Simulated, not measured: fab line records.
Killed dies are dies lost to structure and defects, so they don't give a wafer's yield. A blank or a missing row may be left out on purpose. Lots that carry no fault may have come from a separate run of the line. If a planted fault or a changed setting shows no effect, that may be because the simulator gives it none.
Which tool did it? -- flow n5_finfet -- 72 wafers sampled from 24 lots at 1 step of a route of 1938

## WHAT THE GAUGES READ, wafer by wafer
N5_BEOL_M3_INSPECT_30: inspects for defects (brightfield).
lot,measured,on,raw_defect_count
L074,day 7 18:17,defect_inspect-01,580 416 553
L075,day 7 21:30,defect_inspect-02,499 492 460
L077,day 8 01:32,defect_inspect-01,286 246 307
L076,day 8 02:43,defect_inspect-01,310 307 373
L078,day 8 07:51,defect_inspect-02,488 354 426
L079,day 8 08:58,defect_inspect-01,359 322 391
L080,day 8 11:39,defect_inspect-01,400 357 313
L081,day 9 01:58,defect_inspect-01,427 432 455
L083,day 9 08:45,defect_inspect-02,315 399 481
L082,day 9 16:26,defect_inspect-02,296 337 385
L084,day 10 14:23,defect_inspect-01,398 251 312
L085,day 10 16:16,defect_inspect-01,408 378 378
L086,day 10 17:29,defect_inspect-01,228 237 195
L087,day 11 01:02,defect_inspect-02,403 434 402
L089,day 11 01:56,defect_inspect-02,440 387 489
L088,day 11 04:46,defect_inspect-01,503 421 422
L090,day 11 04:58,defect_inspect-02,304 403 386
L092,day 11 18:45,defect_inspect-02,667 605 521
L091,day 11 22:55,defect_inspect-02,421 347 375
L093,day 12 02:59,defect_inspect-02,382 352 339
L094,day 12 05:26,defect_inspect-01,449 388 397
L095,day 12 12:16,defect_inspect-02,366 526 507
L096,day 12 21:05,defect_inspect-02,434 365 352
L097,day 13 17:32,defect_inspect-02,379 493 349

## WHAT TOOL EACH LOT RAN ON (gives the tool, then ch and the chambers of the sampled wafers, and finally the start)
Record: no process step prior to these readings.

## AS READ BY THE TOOLS THEMSELVES (means over the sampled wafers that have a number; for cases with no such wafer, the mark the record gives instead)
The record holds no such reading with a usual standard deviation.

## THE ANSWER, worked out from the rows above alone
Rule: the lots themselves supply what counts as usual. The widest of any qualifying gaps counts: lots, ordered by their means at a reading, are off when they make up no more than a third of the lots, leave a main group of 4 or more, and stand apart from it by 3 or more times the standard deviation of that group's means. If all means in a main group match to the digits the tables above print for the reading, that group is not used. Also off: a lot with no number at a reading for which 4 or more lots have one. All remaining lots with rows at the step are treated as sound. Order of review: gauges by route order, followed by the tools' own readings, for which a lot's mean as printed above is used. The first step at which some lot is off is used, and at that step the reading that is off furthest; a lot without a number counts as furthest.
Across all readings shown, no lot is off: no conclusion can be drawn from this.

## WHAT HAD BEEN PUT IN BY THE SIMULATOR
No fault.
